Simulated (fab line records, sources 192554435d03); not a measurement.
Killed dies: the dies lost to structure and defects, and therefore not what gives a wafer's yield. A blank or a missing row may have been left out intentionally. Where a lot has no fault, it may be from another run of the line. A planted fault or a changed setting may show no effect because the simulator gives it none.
Chamber matching	flow n5Finfet	N5_BEOL_M7_ILD_DEP_00 on pecvd-02: 3 sister chambers
The step deposits SiCOH lowk from DEMS/porogen, target thk 179.75 nm, time 33.4 s. 3 wafers are shown with their chamber, then 11 later ones without.

## WAFERS WITH THEIR CHAMBER
wafer	chamber	rfFwdPowerW (W)
L089.6	1	497.2
L092.6	0	493.9
L094.1	2	493.5

## WAFERS WHOSE CHAMBER IS MISSING
wafer	rfFwdPowerW (W)
L094.2	496.6
L094.6	493.1
L093.2	499.2
L093.4	497.0
L093.6	492.9
L091.1	492.0
L091.4	492.7
L091.5	494.9
L097.1	497.0
L097.3	494.6
L097.5	498.0

## WHICH CHAMBER EACH WENT THROUGH
wafer	from the rows above	in truth
L094.2	1	1
L094.6	can't be placed: 2 or 0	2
L093.2	1	1
L093.4	1	1
L093.6	can't be placed: 2 or 0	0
L091.1	can't be placed: 2 or 0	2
L091.4	can't be placed: 2 or 0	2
L091.5	can't be placed: 0 or 2 or 1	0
L097.1	1	1
L097.3	can't be placed: 0 or 2 or 1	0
L097.5	1	1
Correctly placed: 5 of 11. These rows do not allow placing 6 (true chamber among the candidates in 6). Number placed wrongly: 0.
How it was worked out, from the rows above alone: a wafer's distance from a chamber is the root of the sum, over the readings, of the square of ((its reading less the chamber's mean) divided by the reading's scatter). The wafer belongs to the nearest chamber; if the next one is less than 2 further off, it can't be placed. Each chamber's mean is taken over the wafers shown for it. The scatter: root of mean squared gap, hidden wafer to nearest shown wafer, with one shown wafer a chamber.
